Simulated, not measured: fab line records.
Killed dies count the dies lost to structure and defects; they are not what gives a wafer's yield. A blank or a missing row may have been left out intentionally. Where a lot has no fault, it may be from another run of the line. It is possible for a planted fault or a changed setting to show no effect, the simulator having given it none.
A struck lot beside a sound one -- flow n5Finfet -- 16 out of 1938 route steps
Sound: wafers L791.1, L791.5, L791.6. The struck wafers were L779.3, L779.5. At the end, the cause is stated.
At each step with rows: each side's tool, then ch and its chambers, then its first start. Under that, the readings that differ: sound wafers -- struck wafers -- difference of the means -- sigmas: that difference in standard deviations of wafers without a fault.
alike: readings whose means differ by less than 2 such deviations, and words and numbers that are the same on both sides. not compared: withheld readings, readings that some wafer has no value for, bounds like >300 that may hide the same value, and numbers for which the record gives no deviation and whose values overlap.
Wherever a step has rows on one side only, a row that says differs or no value, or a row with sigmas, the two part there. When numbers do not overlap yet have no deviation, they are printed without sigmas and do not part them. Lack of a reading on every wafer of one side parts them only where that side has two or more wafers.

N5_GATE_CUT_CD_MEAS_13 targets a cd of 20 nm.
  sound on cdSem-01 ch 0, day 9 17:38; struck on cdSem-03 ch 0, day 6 11:46
  alike: cdNm
N5_GATE_CUT_OVL_MEAS_14:
  sound on overlay-02 ch 0, day 9 17:40; struck on overlay-01 ch 0, day 6 11:48
  alike: GATE_CUT_OVL
N5_GATE_CUT_INSPECT_15: inspects for defects (brightfield).
  sound on defectInspect-01, day 9 17:43; struck on defectInspect-01, day 6 11:50
  alike: rawDefectCount
N5_GATE_CUT_DESCUM_18: chemistry O2, time 7 s.
  sound on rieDiel-03 ch 1,2,3, day 9 17:45; struck on rieDiel-03 ch 0,1, day 6 11:53
  alike: drypumpMotorCurrentA, oesProductAu, rfVppV, showerheadPlenumPTorr, throttleValvePct
  not compared: rfHoursCounterH
N5_GATE_CUT_ETCH_28: etches underlayer in N2/H2, target depth 13 nm, time 10.4 s.
  sound on rieDiel-03 ch 1,2,3, day 9 17:47; struck on rieDiel-03 ch 0,1, day 6 11:55
  alike: drypumpMotorCurrentA, etchRfOnTimeS, n2FlowSccm, oesProductAu, rfVppV, showerheadPlenumPTorr, throttleValvePct
  not compared: rfHoursCounterH
N5_GATE_CUT_ETCH_36: etches SiARC in CF4, target depth 13 nm, time 21.7 s.
  sound on rieDiel-03 ch 1,2,3, day 9 17:48; struck on rieDiel-03 ch 0,1, day 6 11:56
  alike: drypumpMotorCurrentA, etchRfOnTimeS, oesProductAu, rfVppV, showerheadPlenumPTorr, throttleValvePct
  not compared: rfHoursCounterH
N5_GATE_CUT_ETCH_37: etches SOC in N2/H2, target depth 60 nm, overetch 12 nm, time 90 s.
  sound on rieDiel-03 ch 1,2,3, day 9 17:50; struck on rieDiel-03 ch 0,1, day 6 11:58
  alike: drypumpMotorCurrentA, n2FlowSccm, oesProductAu, rfVppV, showerheadPlenumPTorr, throttleValvePct
  not compared: rfHoursCounterH
then, 3 steps without rows for these wafers: N5_GATE_CUT_STRIP_38 (strips in N2/H2); N5_GATE_CUT_STRIP_39 (strips in N2/H2); N5_GATE_CUT_HM_OPEN_40 (chemistry C4F6/O2, target SiO2, target depth 139 nm, time 85.1 s).
N5_GATE_CUT_STRIP_41: strips in CF4.
  sound on rieDiel-03 ch 1,2,3, day 9 17:58; struck on rieDiel-03 ch 0,1, day 6 12:06
  alike: drypumpMotorCurrentA, oesProductAu, rfVppV, showerheadPlenumPTorr, throttleValvePct
  not compared: rfHoursCounterH
then, 1 step without rows for these wafers: N5_GATE_CUT_STRIP_42 (strips in O2).
N5_GATE_CUT_ETCH_19: etches SiNx in CH3F/O2, target depth 53.7 nm, time 76.7 s.
  sound on rieDiel-03 ch 1,2,3, day 9 18:02; struck on rieDiel-03 ch 0,1, day 6 12:10
reading,sound,struck,difference,sigmas
etchRfOnTimeS (s),75.8 77.8 77.4,53.8 54.4,-22.9,-24
oesProductAu (a.u.),0.63 0.63 0.65,0.80 0.75,+0.14,+2
  alike: drypumpMotorCurrentA, rfVppV, showerheadPlenumPTorr, throttleValvePct
  not compared: rfHoursCounterH
then, 1 step without rows for these wafers: N5_GATE_CUT_CUT_ETCH_53 (etches W in SF6/Cl2, target depth 79.2 nm).
-- here the record skips 3 days between the struck wafers' starts before and after, leaving off in module GATE_CUT and picking up in module BEOL_M4 (first step shown: number 1111 of the route) --
N5_BEOL_M4_RC_MEAS_101:
  sound on prober-01 ch 0, day 12 23:08; struck on prober-02 ch 0, day 9 14:45
reading,sound,struck,difference,sigmas
DIBL_N (mV/V),35.0 34.8 34.8,37.0 37.7,+2.5,+2
  alike: DIBL_P, IOFF_N, IOFF_P, ION_N, ION_P, SS_N, SS_P, VT_N, VT_P
after that, 1 step had no rows for these wafers: N5_PASSIVATION_PROBE_49.

## WHERE THEY PART
At N5_GATE_CUT_ETCH_19 first; at N5_BEOL_M4_RC_MEAS_101 last (within this record only).

WHY: what had been put in by the simulator
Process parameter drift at N5_GATE_CUT_ETCH_19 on rieDiel-03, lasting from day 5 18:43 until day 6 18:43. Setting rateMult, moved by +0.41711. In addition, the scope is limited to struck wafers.
